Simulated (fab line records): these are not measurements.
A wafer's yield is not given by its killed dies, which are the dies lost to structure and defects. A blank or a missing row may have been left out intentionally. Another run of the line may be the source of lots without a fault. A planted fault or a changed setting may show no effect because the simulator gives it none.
Matching of chambers -- flow nand_harc -- 4 sister chambers for NHARC_A_CHANNEL_FILL_D2_ALD_14 on ald_hk-01
The step deposits SiO2, target thk 2.5 nm, pulse time 10 s, ald cycles 25. 8 wafers are shown with their chamber, then 9 later ones without.

== WAFERS PAIRED WITH THEIR CHAMBERS ==
wafer,chamber,heater_power_w (W),precursor_pulse_height_rel
L079.3,3,450,0.955
L082.2,0,456,1.025
L082.4,3,435,1.011
L084.2,0,461,0.994
L084.6,2,467,0.971
L088.1,1,446,0.983
L088.5,2,463,0.995
L088.6,1,452,1.025

== WAFERS WHOSE CHAMBER IS MISSING ==
wafer,heater_power_w (W),precursor_pulse_height_rel
L089.3,459,0.993
L089.4,459,1.013
L089.5,440,1.032
L090.1,448,0.993
L090.5,464,1.034
L090.6,438,0.983
L096.4,448,1.009
L096.5,443,1.011
L096.6,460,1.012

== THE CHAMBER EACH PASSED THROUGH ==
wafer,from the rows above,in truth
L089.3,can't be placed: 0 or 2 or 1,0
L089.4,can't be placed: 0 or 2 or 1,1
L089.5,can't be placed: 1 or 3 or 0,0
L090.1,can't be placed: 1 or 3 or 0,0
L090.5,can't be placed: 0 or 2 or 1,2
L090.6,can't be placed: 3 or 1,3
L096.4,can't be placed: 1 or 3 or 0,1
L096.5,can't be placed: 3 or 1 or 0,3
L096.6,can't be placed: 0 or 2 or 1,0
Correct placement for 0 of the 9. These rows do not allow placing 9 (true chamber among the candidates in 9). Number placed wrongly: 0.
How it was worked out, from the rows above alone: a wafer's distance from a chamber is the root of the sum, over the readings, of the square of ((its reading less the chamber's mean) divided by the reading's scatter). If the next closest chamber is less than 2 further off than the closest, the wafer can't be placed; otherwise it belongs to the closest. Each chamber's mean is taken over the wafers shown for it. The scatter is the square root of a quotient: the sum, over the shown wafers, of each reading's squared deviation from its chamber's mean, divided by wafers minus chambers.
